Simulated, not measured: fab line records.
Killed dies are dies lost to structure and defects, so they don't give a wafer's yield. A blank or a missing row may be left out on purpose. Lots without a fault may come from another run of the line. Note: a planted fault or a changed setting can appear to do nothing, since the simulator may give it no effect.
Chamber matching    flow n5 finfet    N5_BEOL_M5_CO_CAP_78 on cvd co-02 has 3 sister chambers
The step material Co, precursor CCTBA/H2, target thk 2 nm, time 102.1 s. 14 wafers are shown with their chamber, then 7 later ones without.

## WAFERS WITH THEIR CHAMBER
wafer   chamber  heater power outer w (W)  heater power w (W)
L876.1  1        108                       208
L876.2  2        116                       231
L876.4  2        114                       226
L878.1  0        129                       222
L878.2  2        114                       235
L878.3  1        109                       203
L880.2  0        128                       223
L880.5  1        112                       204
L880.6  0        128                       225
L890.1  1        110                       202
L890.3  0        128                       226
L890.5  0        128                       221
L892.1  2        118                       235
L892.2  0        128                       226

SIGNATURES (averages over the wafers above)
reading               chamber 0  chamber 1  chamber 2  scatter within a chamber
heater power outer w  128.17     109.75     115.50     1.37
heater power w        223.83     204.25     231.75     2.99
Rule: for a wafer and a chamber, the distance is found by dividing, reading by reading, the gap between the wafer's reading and the chamber's mean by the reading's scatter, squaring, summing and taking the root. If the next closest chamber is less than 2 further off than the closest, the wafer can't be placed; otherwise it belongs to the closest. The scatter: the root of (the sum of the squares of (reading less its chamber's mean) over the shown wafers, divided by (wafers less chambers)).

## WAFERS MISSING THEIR CHAMBER
wafer   heater power outer w (W)  heater power w (W)
L892.3  112                       202
L896.2  129                       229
L896.4  129                       227
L896.6  119                       235
L895.1  110                       206
L895.4  113                       204
L895.6  119                       235

## THE CHAMBER EACH PASSED THROUGH
wafer   from the rows above  in truth
L892.3  1                    1
L896.2  0                    0
L896.4  0                    0
L896.6  2                    2
L895.1  1                    1
L895.4  1                    1
L895.6  2                    2
Placed correctly: 7 of 7. Left unplaced by these rows: 0. Wrongly placed: 0.
